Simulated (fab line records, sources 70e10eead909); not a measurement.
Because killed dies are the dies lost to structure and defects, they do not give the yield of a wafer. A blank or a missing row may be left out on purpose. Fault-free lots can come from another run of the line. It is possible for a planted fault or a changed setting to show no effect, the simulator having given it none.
fab line records	flow nand-harc	part 2 of 2: steps 4 to 6 of 6
[record] lots = 20	wafers = 60	last-day = 32
route steps=1302 shown A_CHANNEL_HOLE_D2@603 A_STAIRCASE@668
lots untouched by any fault: they come from a run of this same line in which no faults occurred
start-h: the number of hours between the record's first day and the start of the first shown wafer of the lot	wait-h: time in hours since the lot's previous step	" identical to the entry in the row above	L1.1+2: several wafers, shown together as one row	- no value present, or no start provided	* or withheld: withheld	< > ~ a bound
route shown NAME@n: names a module that has steps shown in the file, with the first one's number in the route	usual: mean/standard deviation of fault-free wafers	same: alike in all rows	chamber/n: place in a boat	sites: each site's reading	_std_site: standard deviation across them	_edge_site: the outer-site mean with the inner-site mean subtracted	radius-mm: how far each site lies from the wafer's centre	mask NAME#n: copy n	behind: the tool/chamber that last shaped the wafer	hold: the reason the lot was held/the length of the hold in hours/how it ended	device: which transistor (n, p or np) failed to switch	end of line: at the end of the route, the tests of the same wafers	a step with no rows: only its recipe	killed: count of dies lost to structure and defects at first sort (not the wafer's yield)	map: a wafer's dies, x killed, . not, _ none there
set.NAME: the setting as run; set.NAME@STEP: as run at that earlier step	model.NAME: the simulator's own value behind a step, which no gauge read
route steps across a sampled set of lots; one table per step, one row per wafer
services: the hour from which a tool's chamber was out of use, counted from the record's first day as start-h (under 0 if before that day), plus the number of hours and why
[[steps]]
[step NHARC_A_STAIRCASE_HM_OPEN_457]
[recipe] o2-flow-sccm = 400	cos-flow-sccm = 20	ar-flow-sccm = 0	rf-w = 500	bias-w = 300	chemistry = O2/COS
[usual] drypump-motor-current-A = 5.7/0.34	o2-flow-sccm = 400.0/1.1	oes-product-au = 0.998/0.011	rf-vpp-V = 468.0/2.6	showerhead-plenum-p-Torr = 3.16/0.11	throttle-valve-pct = 28.329/0.0083
lot.wafer	tool	chamber	start-h	wait-h	drypump-motor-current-A	o2-flow-sccm	oes-product-au	rf-hours-counter-h	rf-vpp-V	showerhead-plenum-p-Torr	throttle-valve-pct
L074.1	rie-diel-01	0	-	-	5.4	398.4	0.996	52	472.2	3.35	28.328
L074.5	"	0	"	"	5.4	399.0	1.006	-	471.1	3.35	28.335
L074.6	"	1	"	"	6.0	401.6	0.981	-	467.7	3.16	28.316
L076.2	rie-diel-06	3	-	-	5.3	399.1	1.012	18	464.8	3.12	28.331
L076.1	"	0	"	"	5.3	399.9	1.009	23	464.8	3.01	28.344
L076.4	"	1	"	"	5.6	399.6	1.009	25	461.9	2.90	28.318
L077.4	rie-diel-01	0	-	-	5.4	399.5	0.987	3	470.4	3.34	28.333
L077.3	"	1	"	"	6.0	399.5	0.993	4	468.2	3.15	28.320
L077.5	"	2	"	"	5.5	401.1	0.980	-	465.6	3.09	28.334
L078.3	rie-diel-13	2	-	-	5.6	399.4	1.019	21	468.8	3.15	28.337
L078.4	"	3	"	"	5.9	399.9	1.022	22	466.8	3.15	28.319
L078.1	"	0	"	"	5.3	399.5	1.000	22	468.3	3.18	28.323
L079.2	rie-diel-06	2	-	-	6.3	399.7	0.994	33	467.2	3.14	28.327
L079.3	"	3	"	"	5.3	400.7	1.001	30	467.6	3.11	28.332
L079.1	"	1	"	"	5.6	398.7	0.992	35	461.3	2.90	28.333
L081.3	rie-diel-06	3	-	-	5.3	400.7	0.999	37	466.4	3.11	28.330
L081.5	"	3	"	"	5.3	398.9	1.005	-	468.3	3.11	28.335
L081.6	"	0	"	"	5.3	400.7	1.000	-	463.9	3.00	28.325
L083.2	rie-diel-06	1	-	-	5.6	402.9	1.009	45	462.4	2.89	28.332
L083.3	"	3	"	"	5.3	400.6	1.010	41	467.5	3.11	28.325
L083.6	"	1	"	"	5.6	400.5	1.004	-	461.4	2.89	28.330
L082.2	rie-diel-13	0	-	-	5.2	399.8	0.984	43	469.2	3.17	28.328
L082.4	"	3	"	"	5.9	399.6	1.010	44	469.8	3.14	28.342
L082.5	"	0	"	"	5.3	401.3	0.987	-	465.8	3.17	28.314
L084.3	rie-diel-13	2	-	-	5.5	400.5	1.001	47	466.6	3.13	28.320
L084.6	"	1	"	"	5.9	400.4	0.986	-	470.6	3.30	28.322
L084.5	"	2	"	"	5.5	399.8	1.000	-	466.2	3.13	28.333
L086.2	rie-diel-01	3	-	-	6.1	399.2	0.995	29	470.9	3.30	28.309
L086.5	"	3	"	"	6.1	399.9	0.995	-	470.9	3.30	28.334
L086.6	"	0	"	"	5.4	400.0	1.007	-	470.9	3.33	28.332
L085.4	rie-diel-13	1	-	-	5.9	399.0	1.000	52	470.8	3.29	28.319
L085.3	"	2	"	"	5.5	402.4	1.020	53	468.0	3.13	28.339
L085.5	"	0	"	"	5.3	400.8	1.006	-	466.1	3.17	28.329
L088.1	rie-diel-13	0	-	-	5.3	399.6	1.005	60	467.6	3.17	28.330
L088.3	"	2	"	"	5.5	398.6	1.009	59	468.3	3.13	28.312
L088.6	"	0	"	"	5.3	398.3	0.989	-	467.8	3.16	28.331
L089.1	rie-diel-01	1	-	-	6.0	399.5	0.985	33	467.6	3.14	28.324
L089.4	"	0	"	"	5.4	400.8	0.999	42	472.6	3.32	28.329
L089.5	"	2	"	"	5.5	402.5	0.999	-	465.3	3.07	28.328
L090.2	rie-diel-06	0	-	-	5.2	400.2	1.010	13	464.8	2.99	28.330
L090.3	"	2	"	"	6.2	399.6	0.995	10	466.9	3.12	28.335
L090.6	"	0	"	"	5.2	399.0	0.993	-	464.5	2.99	28.327
L091.3	rie-diel-13	1	-	-	5.9	400.0	0.990	9	470.0	3.28	28.317
L091.4	"	3	"	"	6.0	400.1	1.023	10	468.2	3.13	28.327
L091.5	"	1	"	"	5.9	399.2	0.997	-	470.1	3.28	28.318
L093.1	rie-diel-06	2	-	-	6.3	398.8	0.993	20	467.5	3.12	28.331
L093.5	"	0	"	"	5.2	401.1	1.007	-	464.0	2.98	28.318
L093.6	"	1	"	"	5.6	400.1	0.987	-	472.6	3.36	28.318
L092.2	rie-diel-01	2	-	-	5.5	400.6	0.991	58	466.4	3.06	28.323
L092.1	"	3	"	"	6.1	399.9	1.002	55	471.2	3.29	28.320
L092.5	"	2	"	"	5.5	399.7	0.993	-	466.8	3.06	28.325
L094.2	rie-diel-13	2	-	-	5.6	400.7	0.999	12	465.8	3.12	28.339
L094.1	"	1	"	"	5.9	398.1	0.991	11	470.3	3.28	28.331
L094.5	"	2	"	"	5.5	400.0	1.007	-	468.4	3.12	28.329
L096.4	rie-diel-06	3	-	-	5.3	399.7	0.992	32	466.0	3.08	28.323
L096.2	"	1	"	"	5.6	399.8	0.983	32	473.6	3.36	28.329
L096.3	"	2	"	"	6.3	399.1	1.008	31	466.7	3.11	28.325
L095.4	rie-diel-06	2	-	-	6.3	398.8	0.985	31	466.8	3.11	28.330
L095.2	"	3	"	"	5.3	400.4	0.986	33	465.9	3.08	28.349
L095.5	"	1	"	"	5.6	401.3	0.983	-	471.7	3.36	28.339
[step NHARC_A_STAIRCASE_ETCH_273]
[recipe] target-depth-a = 1.02e+05	time-s = 2468.6	ion-energy-ev = 800	c4f8-flow-sccm = 80	o2-flow-sccm = 60	ar-flow-sccm = withheld	rf-w = 600	bias-w = 3000	chemistry = C4F8/O2/Ar
[usual] oes-product-au = 0.937/0.013	rf-vpp-V = 1830/9.2
lot.wafer	tool	chamber	start-h	wait-h	oes-product-au	rf-hours-counter-h	rf-vpp-V
L074.1	rie-diel-01	1	-	-	0.928	52	1831
L074.5	"	2	"	"	0.926	-	1824
L074.6	"	3	"	"	0.940	-	1842
L076.2	rie-diel-06	3	-	-	0.946	19	1827
L076.4	"	0	"	"	0.945	23	1819
L076.1	"	1	"	"	0.938	25	1809
L077.3	rie-diel-01	1	-	-	0.915	5	1831
L077.4	"	2	"	"	0.916	5	1824
L077.5	"	0	"	"	0.915	-	1844
L078.3	rie-diel-13	2	-	-	0.954	22	1829
L078.4	"	3	"	"	0.946	23	1830
L078.1	"	1	"	"	0.951	22	1842
L079.2	rie-diel-06	0	-	-	0.943	37	1817
L079.1	"	1	"	"	0.951	36	1809
L079.3	"	2	"	"	0.926	34	1829
L081.3	rie-diel-06	0	-	-	0.932	43	1817
L081.5	"	2	"	"	0.924	-	1827
L081.6	"	0	"	"	0.929	-	1817
L083.2	rie-diel-06	3	-	-	0.928	41	1825
L083.3	"	0	"	"	0.938	47	1817
L083.6	"	2	"	"	0.918	-	1829
L082.4	rie-diel-13	3	-	-	0.959	44	1829
L082.2	"	2	"	"	0.947	43	1827
L082.5	"	3	"	"	0.961	-	1828
L084.3	rie-diel-13	1	-	-	0.932	47	1843
L084.5	"	1	"	"	0.931	-	1842
L084.6	"	2	"	"	0.937	-	1828
L086.2	rie-diel-01	2	-	-	0.904	33	1822
L086.5	"	0	"	"	0.924	-	1844
L086.6	"	3	"	"	0.910	-	1841
L085.3	rie-diel-13	2	-	-	0.955	53	1829
L085.4	"	0	"	"	0.949	55	1829
L085.5	"	3	"	"	0.953	-	1828
L088.3	rie-diel-13	2	-	-	0.966	59	1828
L088.1	"	1	"	"	0.944	59	1841
L088.6	"	2	"	"	0.976	-	1827
L089.4	rie-diel-01	2	-	-	0.928	45	1822
L089.1	"	3	"	"	0.936	40	1841
L089.5	"	2	"	"	0.934	-	1826
L090.2	rie-diel-06	3	-	-	0.928	10	1825
L090.3	"	1	"	"	0.928	14	1846
L090.6	"	3	"	"	0.932	-	1825
L091.3	rie-diel-13	3	-	-	0.960	11	1830
L091.4	"	0	"	"	0.938	9	1830
L091.5	"	3	"	"	0.968	-	1828
L093.1	rie-diel-06	1	-	-	0.937	23	1845
L093.5	"	3	"	"	0.936	-	1825
L093.6	"	0	"	"	0.956	-	1815
L092.1	rie-diel-01	1	-	-	0.915	49	1826
L092.2	"	3	"	"	0.922	56	1841
L092.5	"	2	"	"	0.920	-	1822
L094.2	rie-diel-13	3	-	-	0.952	13	1828
L094.1	"	0	"	"	0.940	12	1831
L094.5	"	0	"	"	0.935	-	1829
L096.3	rie-diel-06	0	-	-	0.951	34	1815
L096.2	"	1	"	"	0.941	33	1845
L096.4	"	2	"	"	0.931	31	1826
L095.2	rie-diel-06	1	-	-	0.927	34	1846
L095.4	"	2	"	"	0.927	32	1826
L095.5	"	3	"	"	0.940	-	1825
[step NHARC_A_STAIRCASE_HM_DEP_459]
[recipe] target-thk-a = 15000	temp-c = 400	material = aC
[usual] susceptor-temp-C = 399.99/0.23	throttle-valve-pct = 35.000/0.0086
lot.wafer	tool	chamber	start-h	wait-h	susceptor-temp-C	throttle-valve-pct
L074.1	acl-dep-03	0	376.04	4.1	399.86	35.010
L074.5	"	0	377.27	5.3	399.69	35.004
L074.6	"	0	"	"	399.71	34.989
L076.1	acl-dep-02	0	391.57	7.7	399.79	35.002
L076.2	"	0	"	"	400.44	35.010
L076.4	"	0	"	"	400.24	35.006
L077.3	acl-dep-02	0	403.04	0.7	400.29	35.008
L077.4	"	0	"	"	399.97	35.002
L077.5	"	0	"	"	399.85	35.015
L078.1	acl-dep-01	0	410.72	0.1	399.65	34.998
L078.3	"	0	"	"	399.94	34.992
L078.4	"	0	"	"	399.93	34.992
L079.1	acl-dep-01	0	429.12	1.6	400.12	35.011
L079.2	"	0	"	"	399.92	34.995
L079.3	"	0	"	"	400.27	34.996
L081.3	acl-dep-01	0	453.32	1.5	400.37	35.004
L081.5	"	0	"	"	400.06	34.990
L081.6	"	0	"	"	400.13	35.010
L083.2	acl-dep-03	0	470.65	3.5	-	35.006
L083.3	"	0	"	"	-	35.001
L083.6	"	0	"	"	-	35.006
L082.2	acl-dep-01	0	474.63	5.8	399.70	35.021
L082.4	"	0	"	"	400.16	34.995
L082.5	"	0	"	"	399.63	35.007
L084.3	acl-dep-01	0	485.85	4.0	-	34.995
L084.5	"	0	"	"	-	35.013
L084.6	"	0	"	"	-	35.004
L086.2	acl-dep-01	0	489.20	2.7	399.77	35.007
L086.5	"	0	"	"	400.24	34.995
L086.6	"	0	"	"	399.80	35.014
L085.3	acl-dep-01	0	493.53	0.7	399.93	34.988
L085.4	"	0	"	"	399.78	34.992
L085.5	"	0	"	"	399.98	34.993
L088.1	acl-dep-01	0	519.87	0.1	399.77	34.985
L088.3	"	0	"	"	399.78	34.994
L088.6	"	0	"	"	399.83	35.004
L089.1	acl-dep-03	0	520.27	0.1	399.91	35.000
L089.4	"	0	"	"	399.83	34.993
L089.5	"	0	"	"	400.45	35.016
L090.2	acl-dep-03	0	533.99	0.4	400.31	34.996
L090.3	"	0	"	"	400.02	34.996
L090.6	"	0	"	"	400.19	34.969
L093.1	acl-dep-01	0	552.61	0.1	-	35.005
L093.5	"	0	553.80	1.3	-	35.003
L093.6	"	0	"	"	-	34.991
L091.3	acl-dep-03	0	552.91	0.7	400.26	35.007
L091.4	"	0	"	"	399.98	35.010
L091.5	"	0	"	"	400.25	34.982
L092.1	acl-dep-02	0	553.83	0.1	400.01	34.980
L092.2	"	0	"	"	400.45	35.002
L092.5	"	0	"	"	399.90	35.004
L094.1	acl-dep-01	0	571.15	5.4	400.21	35.007
L094.2	"	0	"	"	400.08	35.001
L094.5	"	0	"	"	400.41	35.004
L096.2	acl-dep-01	0	589.76	1.4	-	35.007
L096.3	"	0	"	"	-	35.001
L096.4	"	0	"	"	-	34.994
L095.2	acl-dep-01	0	591.59	2.6	-	35.002
L095.4	"	0	"	"	-	34.993
L095.5	"	0	"	"	-	34.997
[[services]]
tool	chamber	start-h	hours	kind
rie-diel-13	3	290.32	11.8	repair
rie-diel-02	-	297.54	0.7	repair
rie-diel-06	0	303.66	2.0	repair
rie-diel-06	-	307.24	9.0	pm
rie-diel-02	1	321.40	2.7	repair
rie-diel-06	0	323.84	9.0	repair
rie-diel-13	0	332.37	2.7	repair
rie-diel-13	-	342.00	9.0	pm
rie-diel-01	3	354.00	1.6	repair
rie-diel-06	1	370.89	3.9	repair
acl-dep-01	-	372.94	13.0	pm
rie-diel-01	0	373.04	3.4	repair
rie-diel-01	-	380.82	9.0	pm
rie-diel-06	-	389.19	0.8	repair
rie-diel-02	-	393.70	9.0	pm
rie-diel-06	2	401.85	4.8	repair
rie-diel-06	0	429.63	4.8	repair
rie-diel-02	0	467.89	6.3	repair
rie-diel-06	-	484.70	9.0	pm
rie-diel-13	-	519.00	9.0	pm
rie-diel-01	-	557.82	9.0	pm
rie-diel-13	3	571.34	4.3	repair
rie-diel-13	0	583.55	8.3	repair
rie-diel-06	-	588.48	2.4	repair
